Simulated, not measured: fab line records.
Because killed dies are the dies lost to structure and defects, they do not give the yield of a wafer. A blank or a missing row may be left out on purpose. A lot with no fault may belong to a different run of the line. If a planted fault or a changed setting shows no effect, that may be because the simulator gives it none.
A struck lot beside a sound one | flow n5Finfet | 37 out of 1938 route steps
Sound: these wafers, L880.2, L880.3, L880.4. Struck: wafers L890.4, L890.5. (L890.6 of the same lot was not struck and is left out.) The cause comes at the end.
For every step that has rows: the tool of each side, followed by ch and its chambers, followed by its first start. Under that, the readings that differ: sound wafers | struck wafers | difference of the means | sigmas: that difference in standard deviations of wafers without a fault.
alike: readings whose means differ by less than 2 such deviations, and words and numbers that are the same on both sides. not compared: withheld readings, readings that some wafer has no value for, bounds like >300 that may hide the same value, and numbers for which the record gives no deviation and whose values overlap.
Wherever a step has rows on one side only, a row that says differs or no value, or a row with sigmas, the two part there. Numbers that have no deviation but don't overlap get no sigmas and don't part them. A reading missing from all wafers of one side parts the sides only when that side holds two or more wafers.

first, 9 steps without rows for these wafers: N5_PMOS_HMC_CHANNEL_EPI_COAT_31 (time 60 s, resist thk 66 nm); N5_PMOS_HMC_CHANNEL_EPI_COAT_03 (resist thk 205 nm); N5_PMOS_HMC_CHANNEL_EPI_EBR_05; N5_PMOS_HMC_CHANNEL_EPI_SOFTBAKE_04 (time 60 s); N5_PMOS_HMC_CHANNEL_EPI_EXPOSE_06 (exposes mask PMOS HMC BLK, target cd 240 nm); N5_PMOS_HMC_CHANNEL_EPI_PEB_07 (peb time 60 s); N5_PMOS_HMC_CHANNEL_EPI_DEVELOP_08 (develop time 30 s); N5_PMOS_HMC_CHANNEL_EPI_DESCUM_14 (chemistry O2, time 7.9 s); N5_PMOS_HMC_CHANNEL_EPI_ETCH_32 (etches BARC in N2/H2, stops on SiO2, target depth 85.8 nm, time 50.3 s).
N5_PMOS_HMC_CHANNEL_EPI_HM_OPEN_15: chemistry CHF3/O2, target SiO2, target depth 40.6 nm, time 20.3 s.
  sound on rieDiel-05 ch 0,2,3, day 3 05:37; struck on rieDiel-05 ch 0,1, day 5 17:36
reading                                                        | sound            | struck      | difference | sigmas
oesProductAu (a.u.)                                            | 0.78 0.93 0.72   | 0.56 0.61   | -0.23      | -3
model.CAR-ArF-block_of_PMOS_HMC_CHANNEL_EPI_COAT_03.thkNm (nm) | 89.16 89.3 91.68 | 108.2 106.7 | +17.4      | 
model.etch.depthNm (nm)                                        | 40.94 41.64 40.3 | 23.37 23.42 | -17.56     | 
  alike: drypumpMotorCurrentA, mfcArSccm, rfVppV, showerheadPlenumPTorr, throttleValvePct
  not compared: rfHoursCounterH
then, 25 steps without rows for these wafers: N5_PMOS_HMC_CHANNEL_EPI_STRIP_33 (strips in N2/H2); N5_PMOS_HMC_CHANNEL_EPI_STRIP_17 (strips in SPM, time 750 s); N5_PMOS_HMC_CHANNEL_EPI_ETCH_38 (etches SiO2 in CF4, target depth 1.5 nm); N5_PMOS_HMC_CHANNEL_EPI_FIN_RECESS_16 (chemistry HBr/Cl2, target Si, target depth 54 nm, time 18 s); N5_PMOS_HMC_CHANNEL_EPI_PRECLEAN_36 (cleans in O3/DIW, time 45 s); N5_PMOS_HMC_CHANNEL_EPI_PRECLEAN_18 (cleans in DHF, time 30 s); N5_PMOS_HMC_CHANNEL_EPI_SRD_19 (time 30 s); N5_PMOS_HMC_CHANNEL_EPI_EPI_20 (deposits SiGe30, target thk 59 nm); N5_PMOS_HMC_CHANNEL_EPI_HM_STRIP_35 (strips SiO2 in dHF, material SiO2, target depth 39.6 nm, time 216 s); N5_PMOS_HMC_CHANNEL_EPI_SRD_39 (time 30 s); N5_PMOS_HMC_CHANNEL_EPI_CMP_21 (polishes SiGe30, target thk 54 nm); N5_PMOS_HMC_CHANNEL_EPI_PRECLEAN_40 (cleans in DHF, time 30 s); N5_PMOS_HMC_CHANNEL_EPI_PRECLEAN_37 (cleans in O3/DIW, time 45 s); N5_PMOS_HMC_CHANNEL_EPI_PRECLEAN_24 (cleans in DHF, time 30 s); N5_PMOS_HMC_CHANNEL_EPI_SRD_25 (time 30 s); N5_PMOS_HMC_CHANNEL_EPI_EPI_26 (deposits Si from SiH4/H2, target thk 3.8 nm, time 22.7 s); N5_FIN_SAQP_PRECLEAN_42 (cleans in O3/DIW, time 60 s); N5_FIN_SAQP_PRECLEAN_00 (cleans in SC1, time 60 s); N5_FIN_SAQP_PRECLEAN_44 (cleans in SC2, time 45 s); N5_FIN_SAQP_SRD_01 (time 30 s); N5_FIN_SAQP_ALD_61 (deposits SiO2, target thk 4 nm, pulse time 1 s, purge time 2 s); N5_FIN_SAQP_DENSIFY_62 (time 60 s); N5_FIN_SAQP_HM_DEP_03 (deposits SiNx from SiH4/NH3/N2, target thk 38 nm, time 33.6 s); N5_FIN_SAQP_PECVD_47 (deposits a-Si from SiH4/He, target thk 45 nm, time 36.3 s); N5_FIN_SAQP_PECVD_48 (deposits SiNx from SiH4/NH3/N2, target thk 25 nm, time 22.1 s).
N5_BEOL_M4_RC_MEAS_101:
  the record has rows for the sound wafers here (prober-02 ch 0, day 10 02:32) and none for the struck ones
-- record jumps: 11 days separate the struck wafers' starts on either side; left off in module BEOL_M4, taken up again in module PASSIVATION, whose first shown step is the route's number 1936 --
N5_PASSIVATION_PROBE_49:
  rows exist in the record for the struck wafers here (prober-02, day 16 08:33), but not for the sound ones

== WHERE THEY PART ==
Earliest at N5_PMOS_HMC_CHANNEL_EPI_HM_OPEN_15; latest, in this record, at N5_PASSIVATION_PROBE_49.

WHY: the cause the simulator had injected
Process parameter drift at N5_PMOS_HMC_CHANNEL_EPI_HM_OPEN_15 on rieDiel-05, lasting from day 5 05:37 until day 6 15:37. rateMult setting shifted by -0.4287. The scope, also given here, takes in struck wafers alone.
